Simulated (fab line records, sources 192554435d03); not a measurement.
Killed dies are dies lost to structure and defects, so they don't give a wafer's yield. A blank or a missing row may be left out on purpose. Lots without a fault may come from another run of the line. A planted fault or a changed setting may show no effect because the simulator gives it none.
Split-lot experiment | flow n5_finfet | 7 lots, 39 wafers read, on a route of 1938 steps

THE SPLIT
At N5_DUMMY_GATE_EXPOSE_12 (exposes mask GATE, target cd 25 nm), the setting dose_mj was moved away from the recipe's 34 on 18 of the 39 wafers read, by -7.6% to +4.4%. The other wafers ran this setting at the recipe's value.

FROM THE SPLIT TO THE READING: what the file shows between them, 2 steps
- N5_DUMMY_GATE_PEB_13: peb time 60 s
- N5_DUMMY_GATE_DEVELOP_14: develop time 30 s

THE READING
cd_nm, in nm, at N5_DUMMY_GATE_CD_MEAS_15 (target cd 25.8 nm). Fault-free wafers of this fab line usually give 24.98 nm, standard deviation 0.25 nm.

wafer  | tool, chamber at the split | dose_mj as run | against the recipe | cd_nm, nm | against lot-mates on the recipe
L078.1 | euv_scanner-01, 0          | 34             | recipe             | 25.08     | -
L078.2 | euv_scanner-01, 0          | 35.4           | +4.1%              | 24.71     | -0.39
L078.3 | euv_scanner-01, 0          | 35.4           | +4.1%              | 24.24     | -0.86
L078.4 | euv_scanner-01, 0          | 35.4           | +4.1%              | 24.28     | -0.82
L078.5 | euv_scanner-01, 0          | 34             | recipe             | 25.06     | -
L078.6 | euv_scanner-01, 0          | 34             | recipe             | 25.17     | -
L082.2 | euv_scanner-02, 0          | 34             | recipe             | 25.25     | -
L082.3 | euv_scanner-02, 0          | 34             | recipe             | 24.85     | -
L082.6 | euv_scanner-02, 0          | 34             | recipe             | 25.16     | -
L084.1 | euv_scanner-02, 0          | 34             | recipe             | 24.87     | -
L084.2 | euv_scanner-02, 0          | 34             | recipe             | 25.12     | -
L084.3 | euv_scanner-02, 0          | 33.24          | -2.2%              | 25.67     | +0.63
L084.4 | euv_scanner-02, 0          | 33.24          | -2.2%              | 25.48     | +0.44
L084.5 | euv_scanner-02, 0          | 34             | recipe             | 25.14     | -
L084.6 | euv_scanner-02, 0          | 33.24          | -2.2%              | 25.28     | +0.24
L087.1 | euv_scanner-02, 0          | 35.5           | +4.4%              | 24.28     | -1.03
L087.2 | euv_scanner-02, 0          | 34             | recipe             | 25.24     | -
L087.3 | euv_scanner-02, 0          | 34             | recipe             | 25.46     | -
L087.4 | euv_scanner-02, 0          | 34             | recipe             | 25.23     | -
L087.5 | euv_scanner-02, 0          | 35.5           | +4.4%              | 24.33     | -0.98
L087.6 | euv_scanner-02, 0          | 35.5           | +4.4%              | 24.41     | -0.90
L088.1 | euv_scanner-02, 0          | 32.02          | -5.8%              | 26.37     | +1.27
L088.2 | euv_scanner-02, 0          | 32.02          | -5.8%              | 26.07     | +0.97
L088.3 | euv_scanner-02, 0          | 34             | recipe             | 25.24     | -
L088.4 | euv_scanner-02, 0          | 34             | recipe             | 25.15     | -
L088.5 | euv_scanner-02, 0          | 34             | recipe             | 24.91     | -
L088.6 | euv_scanner-02, 0          | 32.02          | -5.8%              | 26.28     | +1.18
L092.1 | euv_scanner-02, 0          | 32.51          | -4.4%              | 25.92     | +0.64
L092.2 | euv_scanner-02, 0          | 34             | recipe             | 25.03     | -
L092.3 | euv_scanner-02, 0          | 34             | recipe             | 25.44     | -
L092.4 | euv_scanner-02, 0          | 32.51          | -4.4%              | 25.85     | +0.57
L092.5 | euv_scanner-02, 0          | 32.51          | -4.4%              | 26.24     | +0.96
L092.6 | euv_scanner-02, 0          | 34             | recipe             | 25.37     | -
L096.1 | euv_scanner-01, 0          | 31.4           | -7.6%              | 26.56     | +1.61
L096.2 | euv_scanner-01, 0          | 31.4           | -7.6%              | 26.42     | +1.47
L096.3 | euv_scanner-01, 0          | 34             | recipe             | 24.88     | -
L096.4 | euv_scanner-01, 0          | 34             | recipe             | 24.89     | -
L096.5 | euv_scanner-01, 0          | 34             | recipe             | 25.07     | -
L096.6 | euv_scanner-01, 0          | 31.4           | -7.6%              | 26.39     | +1.44

THE FIT
A straight line over all 39 wafers: cd_nm changes by -0.181 nm for each +1% of dose_mj; r = -0.96; the points scatter about the line by 0.17 nm.
The same after taking each lot's own level away (the mean of its wafers on the recipe; 39 wafers): -0.193 nm for each +1%; r = -0.97; scatter 0.15 nm.
On that fit, the largest move of dose_mj shifts the reading by 1.5 nm.
The lots' own levels span 24.947 to 25.310 nm, that is 1.5 times the standard deviation above.
So the lot-to-lot level changes the slope little: the two slopes agree.
Check: with one of the wafers moved furthest among these (-7.6%) left out of the fit, the line predicts +1.45 nm for it against its lot-mates. It came out at +1.61 nm against them.

OTHER SPLITS ON THESE WAFERS
These wafers also went through other splits before the reading. Each is held against what the fit with the lots' levels taken away leaves over:
other split on the same wafers | wafers away from the commonest value | r with cd_nm (lot level and that fit taken away)
N5_WELL_APT_EXPOSE_05 dose_mj  | 6                                    | +0.17

THE WHOLE CHAIN: every reading that the file lists as answering this split, in the file's order
step                     | what it does                             | reading                                                           | change (the file's fit)               | r (the file's)
N5_DUMMY_GATE_CD_MEAS_15 | target cd 25.8 nm                        | cd_nm                                                             | -0.192 nm for each +1% of the setting | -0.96
N5_DUMMY_GATE_TRIM_49    | chemistry O2, time 29 s, target cd 14 nm | DUMMY_GATE.cd_nm (the simulator's own value, which no gauge read) | -0.182 nm for each +1% of the setting | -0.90

THE FILE'S OWN FIT
cd_nm changes by -0.192 nm for each +1% of dose_mj, r = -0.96.
